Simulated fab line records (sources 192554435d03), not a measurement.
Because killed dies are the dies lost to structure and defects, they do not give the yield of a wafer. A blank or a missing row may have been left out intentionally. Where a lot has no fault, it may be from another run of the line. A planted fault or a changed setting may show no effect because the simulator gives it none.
Chamber matching :: flow n5-finfet :: N5_BEOL_M0_SAQP_SPACER1_ALD_98 on ald-sin-02 has 4 sister chambers
The step deposits SiO2, target thk 12.8 nm, pulse time 1 s, purge time 2 s. 4 wafers are shown with their chamber, then 8 later ones without.

== WAFERS PAIRED WITH THEIR CHAMBERS ==
wafer: L087.1
chamber: 2
heater-power-w (W): 531

wafer: L087.2
chamber: 3
heater-power-w (W): 526

wafer: L087.3
chamber: 1
heater-power-w (W): 563

wafer: L086.3
chamber: 0
heater-power-w (W): 410

== WAFERS WITHOUT THEIR CHAMBER ==
wafer: L086.4
heater-power-w (W): 521

wafer: L086.6
heater-power-w (W): 569

wafer: L088.1
heater-power-w (W): 532

wafer: L088.4
heater-power-w (W): 531

wafer: L088.6
heater-power-w (W): 524

wafer: L097.1
heater-power-w (W): 523

wafer: L097.2
heater-power-w (W): 525

wafer: L097.3
heater-power-w (W): 407

== CHAMBER TAKEN BY EACH ==
wafer: L086.4
from the rows above: can't be placed: 3 or 2
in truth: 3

wafer: L086.6
from the rows above: 1
in truth: 1

wafer: L088.1
from the rows above: can't be placed: 2 or 3
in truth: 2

wafer: L088.4
from the rows above: can't be placed: 2 or 3
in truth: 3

wafer: L088.6
from the rows above: can't be placed: 3 or 2
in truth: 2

wafer: L097.1
from the rows above: can't be placed: 3 or 2
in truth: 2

wafer: L097.2
from the rows above: can't be placed: 3 or 2
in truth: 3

wafer: L097.3
from the rows above: 0
in truth: 0
Placed correctly: 2 of 8. From these rows, 6 cannot be placed; in 6 the true chamber is one of the candidates. Number placed wrongly: 0.
How it was worked out, from the rows above alone: a wafer's distance from a chamber is the root of the sum, over the readings, of the square of ((its reading less the chamber's mean) divided by the reading's scatter). If the next closest chamber is less than 2 further off than the closest, the wafer can't be placed; otherwise it belongs to the closest. For every chamber, the mean is computed from those of its wafers that are shown. The scatter: root of mean squared gap, hidden wafer to nearest shown wafer, with one shown wafer a chamber.
